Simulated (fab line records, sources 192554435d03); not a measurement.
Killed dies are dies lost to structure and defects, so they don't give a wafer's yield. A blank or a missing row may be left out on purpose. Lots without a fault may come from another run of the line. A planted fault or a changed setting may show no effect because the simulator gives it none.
fab line records | flow n5_finfet
record lots=11 wafers=30 last_day=21
route steps=1938 shown BEOL_M1@821 BEOL_M4@1111 PASSIVATION@1936
lots that met no fault: from a run of the same line without faults
start_h: hours from the record's first day to the start of the lot's first wafer shown | wait_h: hours since the lot's step before | " the same as in the row above | L1.1+2: a row that stands for several wafers | - no value, or no start given | * or withheld: withheld | < > ~ a bound
route shown NAME@n: a module of which the file shows steps, and the number in the route of the first | usual: mean/standard deviation of fault-free wafers | same: alike in all rows | chamber/n: place in a boat | sites: the reading at each site | _std_site: their standard deviation | _edge_site: outer sites' mean less inner sites' | radius_mm: how far each site lies from the wafer's centre | mask NAME#n: copy n | behind: the tool/chamber that last shaped the wafer | hold: why the lot was held/for how many hours/how that ended | device: the transistor (n, p or np) that didn't switch | end of line: the same wafers' tests at the end of the route | a step without rows: its recipe alone | killed: dies lost to structure and defects at the first sort, not the wafer's yield | map: a wafer's dies, x killed, . not, _ none there
set.NAME: the setting as run; set.NAME@STEP: as run at that earlier step | model.NAME: the simulator's own value behind a step, which no gauge read
steps of the route over a sample of lots; a table a step, a row a wafer
services: from which hour (start_h, from the record's first day; less than 0 if before it) a tool's chamber was out of use, for how many hours, and why
## steps
# step N5_BEOL_M1_ANNEAL_87
# recipe temp_c=400 time_s=240 ambient=vacuum
# usual heater_power_w=815/110
# columns lot.wafer tool chamber start_h wait_h heater_power_w
L182.4 pvd_sputter-02 - 173.01 0.0 1042
L182.5 " - " " 774
L184.1 pvd_sputter-03 - 181.31 0.0 876
L184.3 " - " " 760
L184.6 " - " " 847
L187.2 pvd_sputter-01 - 199.94 0.0 994
L187.3 " - " " 775
L187.6 " - " " 781
L186.1 pvd_sputter-01 - 201.78 0.0 1026
L186.3 " - " " 790
L186.5 " - " " 782
L188.3 pvd_sputter-01 - 208.98 0.0 1021
L188.5 " - " " 771
L188.6 " - " " 775
L190.1 pvd_sputter-01 - 224.92 0.0 773
L190.5 " - " " 795
L190.6 " - " " 752
L193.4 pvd_sputter-01 - 234.64 0.0 807
L193.6 " - " " 760
L194.3 pvd_sputter-03 - 239.04 0.0 785
L194.5 " - " " 753
L194.6 " - " " 793
L195.3 pvd_sputter-01 - 241.78 0.0 689
L195.6 " - " " 765
L197.1 pvd_sputter-01 - 260.89 0.0 760
L197.3 " - " " 786
L197.6 " - " " 981
L199.2 pvd_sputter-03 - 271.13 0.0 786
L199.3 " - " " 880
L199.6 " - " " 789
# step N5_BEOL_M1_THK_MEAS_53
# recipe thk_meas_gauge=xrf reads=Cu_of_BEOL_M1_ECD_50
# usual M1_THK=38.9/1.7
# columns lot.wafer tool chamber start_h wait_h M1_THK[nm]
L182.4 film_metro-02 - 176.66 - 42.6
L182.5 " - " " 40.8
L184.1 film_metro-01 - 183.12 - 37.2
L184.3 " - " " 39.9
L184.6 " - " " 37.9
L187.2 film_metro-02 - 201.75 - 35.7
L187.3 " - " " 36.2
L187.6 " - " " 38.7
L186.1 film_metro-02 - 203.59 - 40.7
L186.3 " - " " 38.8
L186.5 " - " " 38.5
L188.3 film_metro-01 - 210.78 - 37.7
L188.5 " - " " 38.9
L188.6 " - " " 39.4
L190.1 film_metro-01 - 226.73 - 38.2
L190.5 " - " " 39.7
L190.6 " - " " 39.7
L193.4 film_metro-01 - 236.45 - 39.0
L193.6 " - " " 40.2
L194.3 film_metro-01 - 240.84 - 37.0
L194.5 " - " " 40.3
L194.6 " - " " 37.3
L195.3 film_metro-01 - 243.59 - 39.4
L195.6 " - " " 41.3
L197.1 film_metro-01 - 262.70 - 36.5
L197.3 " - " " 35.6
L197.6 " - " " 37.7
L199.2 film_metro-02 - 272.94 - 38.4
L199.3 " - " " 38.6
L199.6 " - " " 43.4
# step N5_BEOL_M1_CO_CAP_55
# recipe material=Co target_thk_a=20 temp_c=200 precursor=CCTBA/H2 pressure_torr=30 time_s=102.1
# usual heater_power_w=244/22 run_length_s=125.2/0.36
# columns lot.wafer tool chamber start_h wait_h heater_power_w run_length_s
L182.4 cvd_co-02 1 176.77 0.0 246 125.0
L182.5 " 2 " " 276 125.4
L184.1 cvd_co-02 2 183.19 0.0 274 125.5
L184.3 " 0 " " 251 125.5
L184.6 " 0 " " 258 124.9
L187.2 cvd_co-02 0 201.82 0.0 261 89.5
L187.3 " 2 " " 284 90.3
L187.6 " 0 " " 255 89.9
L186.1 cvd_co-02 1 203.67 0.0 245 89.9
L186.3 " 2 " " 273 90.5
L186.5 " 0 " " 260 89.6
L188.3 cvd_co-02 1 210.86 0.0 244 89.8
L188.5 " 1 " " 243 90.3
L188.6 " 2 " " 273 90.2
L190.1 cvd_co-02 0 226.81 0.0 261 89.5
L190.5 " 2 " " 280 91.0
L190.6 " 1 " " 244 89.9
L193.4 cvd_co-01 1 236.56 0.0 241 125.3
L193.6 " 0 " " 210 124.9
L194.3 cvd_co-01 0 240.97 0.0 215 125.3
L194.5 " 2 " " 216 124.9
L194.6 " 0 " " 212 125.0
L195.3 cvd_co-01 0 243.66 0.0 212 125.5
L195.6 " 2 " " 218 125.5
L197.1 cvd_co-01 2 262.77 0.0 225 125.4
L197.3 " 0 " " 206 125.2
L197.6 " 2 " " 219 124.8
L199.2 cvd_co-01 1 273.01 0.0 240 124.9
L199.3 " 2 " " 222 125.3
L199.6 " 2 " " 226 125.4
# step N5_BEOL_M1_RS_MEAS_58
# recipe thk_meas_gauge=four-point-probe reads=Co_of_BEOL_M1_CO_CAP_55+Cu_of_BEOL_M1_ECD_50+Co_of_BEOL_M1_CVD_47+TaN_of_BEOL_M1_ALD_84
# usual M1_RS=0.67/0.037
# columns lot.wafer tool chamber start_h wait_h M1_RS[ohm/sq]
L182.4 film_metro-01 - 176.92 0.0 0.60
L182.5 " - " " 0.63
L184.1 film_metro-02 - 183.38 0.0 0.71
L184.3 " - " " 0.65
L184.6 " - " " 0.69
L187.2 film_metro-01 - 202.04 0.1 0.74
L187.3 " - " " 0.73
L187.6 " - " " 0.67
L186.1 film_metro-02 - 203.88 0.1 0.64
L186.3 " - " " 0.67
L186.5 " - " " 0.69
L188.3 film_metro-01 - 211.07 0.1 0.70
L188.5 " - " " 0.68
L188.6 " - " " 0.67
L190.1 film_metro-01 - 226.99 0.0 0.69
L190.5 " - " " 0.66
L190.6 " - " " 0.66
L193.4 film_metro-01 - 236.71 0.0 0.67
L193.6 " - " " 0.65
L194.3 film_metro-02 - 241.16 0.1 0.72
L194.5 " - " " 0.64
L194.6 " - " " 0.71
L195.3 film_metro-01 - 243.85 0.1 0.65
L195.6 " - " " 0.62
L197.1 film_metro-02 - 262.96 0.0 0.72
L197.3 " - " " 0.75
L197.6 " - " " 0.69
L199.2 film_metro-02 - 273.20 0.1 0.69
L199.3 " - " " 0.68
L199.6 " - " " 0.59
# step N5_BEOL_M4_RC_MEAS_101
# usual CJ_N=4.32/0.13 DIBL_N=37.7/2 DIBL_P=37.7/2.3 IOFF_N=0.18/0.039 IOFF_P=0.23/0.042 ION_N=681/12 ION_P=463/8 REXT_N=75.6/1.8 SS_N=71.9/0.68 SS_P=73.6/0.71 VT_N=248/3.2 VT_N_LVT=98/3.2 VT_P=-249/3.1
# columns lot.wafer tool chamber start_h wait_h CJ_N DIBL_N[mV/V] DIBL_P[mV/V] IOFF_N[nA/um] IOFF_P[nA/um] ION_N[uA/um] ION_P[uA/um] REXT_N[ohm.um] SS_N[mV/dec] SS_P[mV/dec] VT_N[mV] VT_N_LVT[mV] VT_P[mV]
L182.4 prober-01 0 305.76 0.5 4.35 36.3 37.5 0.16 0.21 684 469 76.9 72.1 73.8 252 101 -249
L182.5 " 0 " " 4.34 39.2 41.1 0.23 0.26 700 471 76.2 72.5 75.4 245 95 -248
L184.1 prober-02 0 306.99 0.0 4.26 38.7 39.1 0.19 0.25 679 459 76.0 72.9 74.1 248 100 -251
L184.3 " 0 " " 4.36 36.7 36.1 0.15 0.18 680 458 75.1 72.5 73.9 250 104 -256
L184.6 " 0 " " 4.01 37.4 39.1 0.18 0.25 695 471 78.1 72.8 74.3 251 101 -250
L187.2 prober-01 0 317.33 0.2 2.53 30.9 39.7 0.03 0.27 280 477 110.7 70.3 73.5 286 137 -249
L187.3 " 0 " " 2.53 31.3 40.9 0.04 0.27 285 470 112.4 70.6 74.2 283 134 -249
L187.6 " 0 " " 2.54 32.2 41.8 0.05 0.30 287 484 112.1 70.6 74.2 281 130 -245
L186.1 prober-02 0 323.10 0.0 2.53 24.9 34.6 0.03 0.18 271 453 115.8 68.9 72.2 289 137 -252
L186.3 " 0 " " 2.55 27.4 37.9 0.03 0.24 281 472 116.0 70.8 73.2 286 133 -248
L186.5 " 0 " " 2.54 25.4 35.2 0.03 0.19 276 470 116.1 70.2 73.5 286 135 -249
L188.3 prober-02 0 327.06 0.3 4.45 40.5 39.8 0.25 0.26 689 464 75.3 72.8 74.4 242 91 -247
L188.5 " 0 " " 4.39 34.8 32.8 0.13 0.16 669 452 74.5 70.7 72.4 250 100 -253
L188.6 " 0 " " 4.39 39.7 38.2 0.21 0.23 681 462 74.2 72.7 73.4 246 95 -252
L193.4 prober-02 0 348.91 0.5 4.34 37.3 36.6 0.16 0.23 680 463 73.6 72.0 74.3 252 102 -250
L193.6 " 0 " " 4.29 38.1 37.9 0.19 0.25 676 459 74.4 72.4 73.7 249 99 -246
L190.1 prober-01 0 349.73 0.0 4.23 37.2 37.6 0.19 0.24 686 466 75.8 71.4 74.4 245 95 -249
L190.5 " 0 " " 4.24 35.0 35.0 0.15 0.20 691 476 75.6 70.9 72.8 248 97 -250
L190.6 " 0 " " 4.26 41.1 41.9 0.26 0.31 679 465 77.0 72.4 74.6 243 92 -243
L194.3 prober-01 0 360.36 0.3 4.24 38.0 36.7 0.18 0.22 665 457 77.3 71.2 73.7 248 96 -250
L194.5 " 0 " " 4.39 37.0 35.4 0.16 0.20 677 462 76.2 71.2 73.1 248 96 -249
L194.6 " 0 " " 4.34 39.6 38.5 0.20 0.24 681 463 75.1 72.0 74.4 246 96 -251
L195.3 prober-01 0 378.16 0.3 4.33 38.2 38.9 0.19 0.24 685 466 75.8 71.8 73.5 246 95 -248
L195.6 " 0 " " 4.45 33.5 32.8 0.11 0.16 674 461 74.8 70.6 72.8 254 101 -255
L197.1 prober-02 0 385.87 0.0 4.66 38.5 36.9 0.20 0.21 681 464 73.4 72.8 73.6 247 96 -249
L197.3 " 0 " " 4.43 35.3 35.0 0.15 0.19 682 464 74.8 71.3 73.6 248 99 -249
L197.6 " 0 " " 4.46 36.5 36.6 0.15 0.20 671 457 73.8 71.7 73.2 251 100 -249
L199.2 prober-02 0 402.43 0.2 4.22 36.5 36.5 0.16 0.26 662 460 76.7 71.5 73.6 250 101 -245
L199.3 " 0 " " 4.27 33.3 31.9 0.12 0.17 680 463 75.2 70.8 73.0 248 102 -251
L199.6 " 0 " " 4.21 36.9 37.3 0.19 0.26 686 475 76.9 72.2 74.0 248 98 -246
# step N5_PASSIVATION_PROBE_49
# usual defect_limited_yield=91.1/1.4 killed_at_M0_to_M3=34/9.6 killed_at_M4_up=15/5.3 killed_at_contacts=12/6.1 killed_at_front_end=40/11 killed_at_other=3.5/2.8 killed_dies=105/17 killed_open=70/12 killed_short=34/7.7 sort_bin_4_leakage=0.01/0.07 sort_bin_5_function=5.2/0.97 sort_bin_6_memory=3.4/0.62 sort_bin_8_speed=0.00/0.023 sort_n_pass=1075/17 sort_yield_pct=91.1/1.4
# same gross_dies=1180 killed_at_back_side=0
# columns lot.wafer tool chamber start_h wait_h defect_limited_yield[%] killed_at_M0_to_M3 killed_at_M4_up killed_at_contacts killed_at_front_end killed_at_other killed_dies killed_open killed_short sort_bin_4_leakage[%] sort_bin_5_function[%] sort_bin_6_memory[%] sort_bin_8_speed[%] sort_n_pass sort_yield_pct[%]
L182.4 prober-01 - 412.34 0.2 90.8 45 14 12 26 12 109 71 36 0 5.9 3.1 0 1071 90.8
L182.5 prober-01 - 412.39 0.2 89.6 52 10 14 43 4 123 81 41 0 5.8 4.2 0 1057 89.6
L184.1 prober-02 - 413.05 0.0 91.9 22 8 15 48 2 95 66 28 0 3.6 4.2 0 1085 91.9
L184.3 prober-02 - 413.15 0.1 92.4 28 11 14 32 5 90 60 30 0 5.1 2.3 0 1090 92.4
L184.6 prober-02 - 413.30 0.3 88.8 45 16 16 55 0 132 87 45 0 6.8 4.2 0 1048 88.8
L187.2 prober-01 - 420.57 0.1 89.9 48 19 7 39 6 119 75 44 0 6.4 3.4 89.92 0 0
L187.3 prober-01 - 420.62 0.1 93.1 16 19 7 37 3 82 56 26 0 3.9 2.7 93.05 0 0
L187.6 prober-01 - 420.77 0.3 93.0 9 20 8 44 2 83 54 29 0 4.6 2.0 92.97 0 0
L186.1 prober-01 - 435.73 0.0 81.4 36 19 8 156 1 220 61 33 0 12.0 4.8 81.36 0 0
L186.3 prober-01 - 435.83 0.1 83.4 32 16 7 138 3 196 66 28 0 11.0 3.6 83.39 0 0
L186.5 prober-01 - 435.93 0.2 81.2 31 20 8 160 3 222 67 27 0 11.2 5.7 81.19 0 0
L193.4 prober-02 - 450.00 0.2 90.5 39 15 9 45 4 112 75 37 0 5.0 3.9 0 1068 90.5
L193.6 prober-02 - 450.10 0.3 91.2 34 7 19 41 3 104 68 36 0 5.7 3.0 0 1076 91.2
L194.3 prober-01 - 460.34 0.1 89.2 56 28 9 32 3 128 86 42 0 6.2 4.6 0 1052 89.2
L194.5 prober-01 - 460.44 0.2 87.5 48 24 22 48 6 148 106 42 0 6.9 5.0 0 1032 87.5
L194.6 prober-01 - 460.49 0.3 89.0 42 18 18 49 3 130 91 38 0 6.7 4.0 0 1050 89.0
L190.1 prober-02 - 462.14 0.0 89.3 32 19 4 71 0 126 64 40 0 5.3 3.2 0 1054 89.3
L190.5 prober-02 - 462.34 0.2 76.9 42 30 8 190 2 272 112 36 0 14.8 5.3 0 908 76.9
L190.6 prober-02 - 462.39 0.3 81.6 32 22 6 157 0 217 64 25 0.08 12.3 3.1 0 962 81.5
L195.3 prober-01 - 480.44 0.1 89.4 43 13 12 55 2 125 84 41 0 5.3 5.2 0 1055 89.4
L195.6 prober-01 - 480.59 0.3 89.2 37 16 17 55 3 128 86 41 0 6.7 3.7 0 1052 89.2
L197.1 prober-01 - 500.48 0.0 90.9 25 22 13 40 7 107 71 36 0 5.6 3.2 0 1073 90.9
L197.3 prober-01 - 500.58 0.1 91.6 34 12 16 37 0 99 70 29 0 4.9 3.3 0 1081 91.6
L197.6 prober-01 - 500.73 0.3 90.6 18 17 24 48 4 111 74 37 0 4.3 4.7 0 1069 90.6
# killed by level:class
L182.4 BEOL_M3:geometric_particle:open=12 BEOL_M4:geometric_particle:open=11 BEOL_M0_SAQP:geometric_particle:short=10 MOL_CONTACT_COAG:geometric_particle:open=10 BEOL_M1:geometric_particle:open=9 BEOL_M0_SAQP:geometric_particle:open=6 MIM_TOP_ETCH:geometric_particle:short=5 STI_FIN_REVEAL:geometric_particle:open=4
L182.5 BEOL_M0_SAQP:geometric_particle:short=15 STI_FIN_REVEAL:geometric_particle:open=14 MOL_CONTACT_COAG:geometric_particle:open=13 BEOL_M2:geometric_particle:open=11 BEOL_M0_SAQP:geometric_particle:open=9 GATE_CUT:geometric_particle:short=7 BEOL_M1:geometric_particle:open=6 BEOL_M3:geometric_particle:open=6
L184.1 STI_FIN_REVEAL:geometric_particle:open=14 FIN_SAQP:geometric_particle:open=10 MOL_CONTACT_COAG:geometric_particle:open=10 BEOL_M0_SAQP:geometric_particle:open=9 BEOL_M0_SAQP:geometric_particle:short=6 ILD0:geometric_particle:short=5 MOL_CONTACT_COAG:geometric_particle:short=5 GATE_CUT:geometric_particle:short=4
L184.3 MOL_CONTACT_COAG:geometric_particle:open=10 BEOL_M0_SAQP:geometric_particle:open=10 FIN_SAQP:geometric_particle:open=8 BEOL_M0_SAQP:geometric_particle:short=8 STI_FIN_REVEAL:geometric_particle:open=7 BEOL_M4:geometric_particle:open=6 BEOL_M1:geometric_particle:open=5 STARTING-WAFER:geometric_particle:short=5
L184.6 BEOL_M0_SAQP:geometric_particle:open=18 FIN_SAQP:geometric_particle:open=13 FIN_SAQP:geometric_particle:short=11 STI_FIN_REVEAL:geometric_particle:open=11 MOL_CONTACT_COAG:geometric_particle:open=10 BEOL_M0_SAQP:geometric_particle:short=9 BEOL_M4:geometric_particle:open=8 MOL_CONTACT_COAG:geometric_particle:short=6
L187.2 BEOL_M0_SAQP:geometric_particle:open=22 BEOL_M4:geometric_particle:open=10 FIN_SAQP:geometric_particle:open=9 BEOL_M0_SAQP:geometric_particle:short=9 FIN_SAQP:geometric_particle:short=8 MOL_CONTACT_COAG:geometric_particle:open=7 GATE_CUT:geometric_particle:open=6 BEOL_M2:geometric_particle:short=5
L187.3 BEOL_M4:geometric_particle:open=8 FIN_SAQP:geometric_particle:short=7 MOL_CONTACT_COAG:geometric_particle:open=7 STARTING-WAFER:geometric_particle:short=6 STI_FIN_REVEAL:geometric_particle:open=5 GATE_CUT:geometric_particle:open=5 BEOL_M2:geometric_particle:open=5 BEOL_M0_SAQP:geometric_particle:open=4
L187.6 FIN_SAQP:geometric_particle:open=10 GATE_CUT:geometric_particle:short=9 FIN_SAQP:geometric_particle:short=8 MOL_CONTACT_COAG:geometric_particle:open=8 BEOL_M4:geometric_particle:open=6 GATE_CUT:geometric_particle:open=4 BEOL_M8:geometric_particle:open=4 FIN_CUT:geometric_particle:open=3
L186.1 SDB:unspecified=124 BEOL_M0_SAQP:geometric_particle:short=10 DUMMY_GATE:geometric_particle:open=9 BEOL_M2:geometric_particle:open=7 FIN_SAQP:geometric_particle:open=5 MOL_CONTACT_COAG:geometric_particle:open=5 BEOL_M0_SAQP:geometric_particle:open=5 BEOL_M3:geometric_particle:open=5
L186.3 SDB:unspecified=101 BEOL_M3:geometric_particle:open=13 STI_FIN_REVEAL:geometric_particle:open=10 BEOL_M4:geometric_particle:open=7 FIN_SAQP:geometric_particle:open=5 DUMMY_GATE:geometric_particle:open=5 DUMMY_GATE:geometric_particle:short=4 MOL_CONTACT_COAG:geometric_particle:open=4
L186.5 SDB:unspecified=127 BEOL_M2:geometric_particle:open=14 STI_FIN_REVEAL:geometric_particle:open=10 BEOL_M4:geometric_particle:open=8 FIN_SAQP:geometric_particle:open=7 FIN_SAQP:geometric_particle:short=7 MOL_CONTACT_COAG:geometric_particle:open=7 BEOL_M1:geometric_particle:open=6
L193.4 BEOL_M2:geometric_particle:open=15 FIN_SAQP:geometric_particle:short=11 FIN_SAQP:geometric_particle:open=10 STI_FIN_REVEAL:geometric_particle:open=9 BEOL_M0_SAQP:geometric_particle:short=6 MOL_CONTACT_COAG:geometric_particle:open=5 BEOL_M3:geometric_particle:open=5 DUMMY_GATE:geometric_particle:open=4
L193.6 MOL_CONTACT_COAG:geometric_particle:open=17 BEOL_M2:geometric_particle:open=12 FIN_SAQP:geometric_particle:short=11 FIN_SAQP:geometric_particle:open=9 STI_FIN_REVEAL:geometric_particle:open=7 BEOL_M1:geometric_particle:open=5 BEOL_M2:geometric_particle:short=5 BEOL_M0_SAQP:geometric_particle:short=4
L194.3 STI_FIN_REVEAL:geometric_particle:open=13 BEOL_M0_SAQP:geometric_particle:short=13 BEOL_M4:geometric_particle:open=12 BEOL_M0_SAQP:geometric_particle:open=10 BEOL_M3:geometric_particle:open=10 BEOL_M1:geometric_particle:open=6 BEOL_M2:geometric_particle:open=6 BEOL_M4:geometric_particle:short=6
L194.5 MOL_CONTACT_COAG:geometric_particle:open=18 BEOL_M4:geometric_particle:open=14 FIN_SAQP:geometric_particle:open=10 BEOL_M1:geometric_particle:open=10 STI_FIN_REVEAL:geometric_particle:open=9 BEOL_M0_SAQP:geometric_particle:open=9 BEOL_M0_SAQP:geometric_particle:short=6 BEOL_M2:geometric_particle:open=6
L194.6 MOL_CONTACT_COAG:geometric_particle:open=16 STI_FIN_REVEAL:geometric_particle:open=11 BEOL_M2:geometric_particle:open=11 FIN_SAQP:geometric_particle:open=10 BEOL_M1:geometric_particle:open=10 BEOL_M4:geometric_particle:open=8 BEOL_M3:geometric_particle:open=7 FIN_SAQP:geometric_particle:short=6
L190.1 HKMG_FIN:area_etch=21 FIN_SAQP:geometric_particle:open=14 STI_FIN_REVEAL:geometric_particle:open=9 FIN_SAQP:geometric_particle:short=8 BEOL_M0_SAQP:geometric_particle:open=7 BEOL_M4:geometric_particle:open=7 STI_FIN_REVEAL:geometric_particle:short=5 BEOL_M2:geometric_particle:short=5
L190.5 SDB:unspecified=123 STI_FIN_REVEAL:geometric_particle:open=31 BEOL_M4:geometric_particle:open=16 BEOL_M3:geometric_particle:open=15 FIN_SAQP:geometric_particle:open=11 STI_FIN_REVEAL:geometric_particle:short=9 MOL_CONTACT_COAG:geometric_particle:open=7 BEOL_M1:geometric_particle:open=7
L190.6 SDB:unspecified=124 STI_FIN_REVEAL:geometric_particle:open=12 BEOL_M3:geometric_particle:open=10 BEOL_M4:geometric_particle:open=9 FIN_SAQP:geometric_particle:short=5 MOL_CONTACT_COAG:geometric_particle:open=5 BEOL_M0_SAQP:geometric_particle:short=5 BEOL_M3:geometric_particle:short=5
L195.3 STI_FIN_REVEAL:geometric_particle:open=13 MOL_CONTACT_COAG:geometric_particle:open=12 BEOL_M2:geometric_particle:open=12 FIN_SAQP:geometric_particle:short=9 BEOL_M0_SAQP:geometric_particle:open=8 BEOL_M0_SAQP:geometric_particle:short=8 BEOL_M4:geometric_particle:open=8 FIN_SAQP:geometric_particle:open=7
L195.6 FIN_SAQP:geometric_particle:open=19 FIN_SAQP:geometric_particle:short=15 MOL_CONTACT_COAG:geometric_particle:open=13 BEOL_M0_SAQP:geometric_particle:open=10 BEOL_M2:geometric_particle:open=9 STARTING-WAFER:geometric_particle:open=6 MOL_CONTACT_COAG:geometric_particle:short=4 BEOL_M0:geometric_particle:open=4
L197.1 BEOL_M4:geometric_particle:open=10 FIN_SAQP:geometric_particle:open=9 MOL_CONTACT_COAG:geometric_particle:open=9 BEOL_M3:geometric_particle:open=9 STI_FIN_REVEAL:geometric_particle:open=7 FIN_SAQP:geometric_particle:short=5 GATE_CUT:geometric_particle:short=4 MOL_CONTACT_COAG:geometric_particle:short=4
L197.3 MOL_CONTACT_COAG:geometric_particle:open=15 STI_FIN_REVEAL:geometric_particle:open=9 BEOL_M3:geometric_particle:open=9 BEOL_M1:geometric_particle:open=6 BEOL_M2:geometric_particle:open=6 ILD0:geometric_particle:short=5 GATE_CUT:geometric_particle:short=4 BEOL_M0_SAQP:geometric_particle:open=4
L197.6 MOL_CONTACT_COAG:geometric_particle:open=19 STI_FIN_REVEAL:geometric_particle:open=12 FIN_SAQP:geometric_particle:open=10 BEOL_M4:geometric_particle:open=5 GATE_CUT:geometric_particle:short=5 MOL_CONTACT_COAG:geometric_particle:short=5 STARTING-WAFER:geometric_particle:short=5 FIN_CUT:geometric_particle:open=4
## services
# columns tool chamber start_h hours kind
cvd_co-01 - 154.79 6.9 pm
pvd_sputter-03 - 189.21 0.6 repair
cvd_co-02 0 247.70 7.2 repair
pvd_sputter-02 - 256.23 2.3 repair
## key
first_sign step=N5_BEOL_M1_CO_CAP_55 reading=run_length_s direction=down sigmas=98 usual=* struck=*
effect step=N5_BEOL_M4_RC_MEAS_101 reading=ION_N direction=down sigmas=16 usual=681 struck=481 wafers_moved=6
effect step=N5_BEOL_M4_RC_MEAS_101 reading=REXT_N direction=up sigmas=11 usual=75.6 struck=94.6 wafers_moved=6
effect step=N5_BEOL_M4_RC_MEAS_101 reading=CJ_N direction=down sigmas=7 usual=4.32 struck=3.43 wafers_moved=6
effect step=N5_BEOL_M4_RC_MEAS_101 reading=VT_N direction=up sigmas=5.4 usual=248 struck=265 wafers_moved=6
effect step=N5_BEOL_M4_RC_MEAS_101 reading=VT_N_LVT direction=up sigmas=5.4 usual=98 struck=115 wafers_moved=6
effect step=N5_BEOL_M4_RC_MEAS_101 reading=DIBL_N direction=down sigmas=2.2 usual=37.7 struck=33.4 wafers_moved=6
effect step=N5_BEOL_M4_RC_MEAS_101 reading=IOFF_N direction=down sigmas=1.8 usual=0.18 struck=0.12 wafers_moved=6
effect step=N5_BEOL_M4_RC_MEAS_101 reading=SS_N direction=down sigmas=1.3 usual=71.9 struck=71.0 wafers_moved=5
met_at N5_BEOL_M1_CO_CAP_55
struck_lots L186,L187,L188,L190
baseline_loss step=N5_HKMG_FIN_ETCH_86 wafers=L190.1
not_acting_at N5_BEOL_M1_ANNEAL_87,N5_BEOL_M1_THK_MEAS_53,N5_BEOL_M1_RS_MEAS_58
onset_between 183.19 201.82
earlier_fault kind=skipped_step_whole tool=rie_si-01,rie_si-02 chamber=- onset_h=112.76 steps=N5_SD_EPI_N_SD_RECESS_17 scope=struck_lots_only
earlier_fault kind=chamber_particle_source tool=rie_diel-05 chamber=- onset_h=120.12 steps=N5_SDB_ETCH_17 rate_per_visit_cm2=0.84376 until_the_next_wet_clean=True
fault kind=process_parameter_drift tool=cvd_co-02 chamber=- onset_h=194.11 steps=N5_BEOL_M1_CO_CAP_55 channel=time_s offset=* shape=step acts_in=* stated=*
# baseline_loss: these wafers lose ten dies or more at that step, a loss of the line's own and not of a fault; the sort's usual values leave them out
